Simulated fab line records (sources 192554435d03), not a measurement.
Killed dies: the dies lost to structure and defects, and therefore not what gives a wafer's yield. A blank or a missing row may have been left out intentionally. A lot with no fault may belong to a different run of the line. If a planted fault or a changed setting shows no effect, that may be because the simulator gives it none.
Comparing a struck lot with a sound one | flow n5-finfet | 13 out of 1938 route steps
Sound: these wafers, L546.3, L546.5, L546.6. Struck: wafers L561.2, L561.4, L561.5. At the end, the cause is stated.
Per side, at each step with rows, come the tool, then ch with its chambers, and then its first start. Under that, the readings that differ: sound wafers | struck wafers | difference of the means | sigmas: that difference in standard deviations of wafers without a fault.
alike: readings whose means differ by less than 2 such deviations, and words and numbers that are the same on both sides. not compared: withheld readings, readings that some wafer has no value for, bounds like >300 that may hide the same value, and numbers for which the record gives no deviation and whose values overlap.
Wherever a step has rows on one side only, a row that says differs or no value, or a row with sigmas, the two part there. Numbers that don't overlap but have no deviation are shown without sigmas and don't part them. A reading that every wafer of one side lacks parts them only if that side has two wafers or more.

first, 9 steps without rows for these wafers: N5_BEOL_M0_SAQP_PEB_12 (peb time 60 s); N5_BEOL_M0_SAQP_DEVELOP_13 (develop time 30 s); N5_BEOL_M0_SAQP_DESCUM_19 (chemistry O2, time 7.9 s); N5_BEOL_M0_SAQP_ETCH_83 (etches SiARC in CF4, target depth 39 nm, time 65 s); N5_BEOL_M0_SAQP_ETCH_84 (etches SOC in N2/H2, target depth 100 nm, overetch 20 nm, time 150 s); N5_BEOL_M0_SAQP_STRIP_80 (strips in N2/H2); N5_BEOL_M0_SAQP_HM_OPEN_112 (chemistry CHF3/O2, target SiO2, stops on a-Si, target depth 12 nm, time 13.5 s); N5_BEOL_M0_SAQP_STRIP_113 (strips in CHF3/O2); N5_BEOL_M0_SAQP_MANDREL_ETCH_20 (etches a-Si in HBr/Cl2, stops on SiNx, target depth 60 nm, bt time 10 s, time 30 s).
N5_BEOL_M0_SAQP_STRIP_86: strips in N2/H2.
  sound on rie-diel-03 ch 0,2, day 6 00:14; struck on rie-diel-03 ch 0,1, day 10 09:51
  no value came back on the struck wafers for any of 8 readings (bias-power-w (W), chamber-pressure-mTorr (mTorr) and others); on the sound wafers bias-power-w (W) reads 28.03 27.86 28.13
  reading                                       | sound | struck         | difference | sigmas
  model.SOC_of_BEOL_M0_SAQP_COAT_81.thk-nm (nm) | 0 0 0 | 75.4 75.6 75.6 | +75.5      |
  not compared: rf-hours-counter-h
then, 1 step without rows for these wafers: N5_BEOL_M0_SAQP_STRIP_115 (strips in post etch residue remover, time 60 s).
N5_BEOL_M4_RC_MEAS_101:
  the record has rows for the sound wafers here (prober-02 ch 0, day 9 04:32) and none for the struck ones
-- record jumps: 9 days separate the struck wafers' starts on either side; left off in module BEOL_M4, taken up again in module PASSIVATION, whose first shown step is the route's number 1936 --
N5_PASSIVATION_PROBE_49:
  rows exist in the record for the struck wafers here (prober-01, day 19 16:12), but not for the sound ones

## WHERE THEY PART
At N5_BEOL_M0_SAQP_STRIP_86 first; at N5_PASSIVATION_PROBE_49 last (within this record only).

WHY: what the simulator had put in
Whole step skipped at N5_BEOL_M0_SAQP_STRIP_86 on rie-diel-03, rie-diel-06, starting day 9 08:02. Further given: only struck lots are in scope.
